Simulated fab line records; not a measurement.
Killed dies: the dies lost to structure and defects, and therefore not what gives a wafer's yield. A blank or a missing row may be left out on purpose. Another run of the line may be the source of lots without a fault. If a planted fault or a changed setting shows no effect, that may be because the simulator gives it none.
Chamber matching | flow nand harc | 4 sister chambers for NHARC_A_CHANNEL_FILL_D2_STRIP_28 on rie diel-03
The step strips in O2, time 20 s. 4 wafers are shown with their chamber, then 12 later ones without.

== WAFERS WITH THEIR CHAMBER ==
wafer  | chamber | showerhead plenum p Torr (Torr)
L088.2 | 0       | 3.75
L091.1 | 2       | 3.75
L091.3 | 1       | 3.53
L091.5 | 3       | 3.36

== WAFERS WHOSE CHAMBER IS MISSING ==
wafer  | showerhead plenum p Torr (Torr)
L094.3 | 3.74
L094.4 | 3.53
L094.6 | 3.36
L095.1 | 3.53
L095.4 | 3.74
L095.5 | 3.74
L097.3 | 3.74
L097.4 | 3.36
L097.6 | 3.74
L096.2 | 3.75
L096.3 | 3.53
L096.6 | 3.36

== WHICH CHAMBER EACH ONE RAN IN ==
wafer  | from the rows above     | in truth
L094.3 | can't be placed: 0 or 2 | 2
L094.4 | 1                       | 1
L094.6 | 3                       | 3
L095.1 | 1                       | 1
L095.4 | can't be placed: 0 or 2 | 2
L095.5 | can't be placed: 0 or 2 | 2
L097.3 | can't be placed: 0 or 2 | 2
L097.4 | 3                       | 3
L097.6 | can't be placed: 0 or 2 | 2
L096.2 | can't be placed: 0 or 2 | 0
L096.3 | 1                       | 1
L096.6 | 3                       | 3
6 of 12 placed correctly. Not placeable from these rows: 6 (in 6, the candidates include the true chamber). 0 placed wrongly.
How it was worked out, from the rows above alone: a wafer's distance from a chamber is the root of the sum, over the readings, of the square of ((its reading less the chamber's mean) divided by the reading's scatter). The wafer belongs to the nearest chamber; if the next one is less than 2 further off, it can't be placed. Each chamber's mean is taken over the wafers shown for it. The scatter (one wafer shown for each chamber): square how far every hidden wafer sits from the nearest shown wafer, average those squares and take the square root.
